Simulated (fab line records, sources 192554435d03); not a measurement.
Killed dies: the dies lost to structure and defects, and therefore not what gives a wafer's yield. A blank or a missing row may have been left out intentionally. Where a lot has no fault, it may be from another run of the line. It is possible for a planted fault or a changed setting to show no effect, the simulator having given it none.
3 desks, one fault | flow n5-finfet | every desk sees just its own numbers, and what lay behind them comes last

THE DEFECT DESK
Lot by lot, what the route's inspections counted, given as the mean of those sampled wafers with a number. Any lot whose mean is over 4 standard deviations away from the usual mean is out of limits and marked OUT; that distance is given in the brackets.
Columns: A = raw-defect-count at N5_DUMMY_GATE_INSPECT_17, usual 205
lot  | first seen here | A
L229 | day 2 22:45     | 224
L234 | day 4 04:29     | 158
L245 | day 6 23:53     | 285
L247 | day 7 10:21     | 186
L249 | day 8 00:11     | 176
L251 | day 8 10:44     | 160
This desk's finding: nothing out of limits on any of the 6 lots.

TOOL OWNER'S DESK, rie-diel-02
The tool's own readings at N5_DUMMY_GATE_ETCH_37 (etches SOC in N2/H2, target depth 60 nm, overetch 30 nm): means of the sampled wafers that have a number, for each lot that ran on this tool. Any lot whose mean is over 4 standard deviations away from the usual mean is out of limits and marked OUT; that distance is given in the brackets.
Columns: A = drypump-motor-current-A at N5_DUMMY_GATE_ETCH_37, usual 5.8 A; B = oes-product-au at N5_DUMMY_GATE_ETCH_37, usual 0.61 a.u.; C = rf-fwd-power-W at N5_DUMMY_GATE_ETCH_37, usual 831.6 W; D = rf-vpp-V at N5_DUMMY_GATE_ETCH_37, usual 523.7 V; E = showerhead-plenum-p-Torr at N5_DUMMY_GATE_ETCH_37, usual 2.53 Torr; F = throttle-valve-pct at N5_DUMMY_GATE_ETCH_37, usual 17.83 %
lot  | first seen here | A   | B    | C               | D               | E    | F
L234 | day 4 04:40     | 5.8 | 0.59 | 831.5           | 522.2           | 2.46 | 17.78
L245 | day 7 00:04     | 5.8 | 0.62 | 630.3 (-72) OUT | 573.3 (+18) OUT | 2.54 | 17.67
L247 | day 7 10:32     | 5.6 | 0.66 | 632.6 (-71) OUT | 573.9 (+19) OUT | 2.56 | 17.64
This desk's verdict: out of limits on L245, L247, starting with L245 at day 7 00:04 (rf-fwd-power-W at N5_DUMMY_GATE_ETCH_37). L234: within limits.

THE METROLOGY DESK
Means of the sampled wafers that have a number, per lot and without regard to the tool the lot ran on: this is what the gauges read. Any lot whose mean is over 4 standard deviations away from the usual mean is out of limits and marked OUT; that distance is given in the brackets. Shown here are 7 of its 12 readings, the ones lying furthest out on some lot.
Columns: A = DIBL_N at N5_BEOL_M4_RC_MEAS_101, usual 36.0 mV/V; B = DIBL_P at N5_BEOL_M4_RC_MEAS_101, usual 36.7 mV/V; C = IOFF_P at N5_BEOL_M4_RC_MEAS_101, usual 0.21 nA/um; D = ION_P at N5_BEOL_M4_RC_MEAS_101, usual 461 uA/um; E = SS_N at N5_BEOL_M4_RC_MEAS_101, usual 71.5 mV/dec; F = SS_P at N5_BEOL_M4_RC_MEAS_101, usual 73.4 mV/dec; G = VT_N at N5_BEOL_M4_RC_MEAS_101, usual 250 mV
lot  | first seen here | A    | B    | C    | D   | E    | F    | G
L229 | day 2 22:39     | 33.7 | 35.3 | 0.21 | 462 | 71.5 | 73.3 | 250
L234 | day 4 04:24     | 37.3 | 38.2 | 0.23 | 463 | 71.5 | 73.1 | 249
L245 | day 6 23:47     | 34.1 | 34.6 | 0.17 | 454 | 71.5 | 72.9 | 252
L247 | day 7 10:15     | 31.4 | 32.4 | 0.14 | 446 | 70.1 | 72.2 | 257
L249 | day 8 00:05     | 36.7 | 37.8 | 0.25 | 462 | 72.1 | 73.6 | 246
L251 | day 8 10:38     | 37.1 | 38.6 | 0.22 | 459 | 71.7 | 73.8 | 248
This desk's finding: nothing out of limits on any of the 6 lots.

ALL TOGETHER
An alarm could have come from the tool owner's desk at day 7 00:04, on L245, L247.
Nothing out of limits was seen by the defect desk.
Nothing out of limits was seen by the metrology desk.
The defect desk has L245, L247 on record, within its limits.
The metrology desk holds a record of L245, L247, inside its limits.
The lots listed all ran N5_DUMMY_GATE_ETCH_37 on rie-diel-02.

WHAT WAS PUT IN BY THE SIMULATOR
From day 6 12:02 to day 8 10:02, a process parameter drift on rie-diel-02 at N5_DUMMY_GATE_ETCH_37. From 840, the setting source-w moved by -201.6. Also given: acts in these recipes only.
Lots struck among those shown: L245, L247.
How many hours passed from the start of the fault until each desk's first out-of-limits reading: the tool owner's desk, 12.
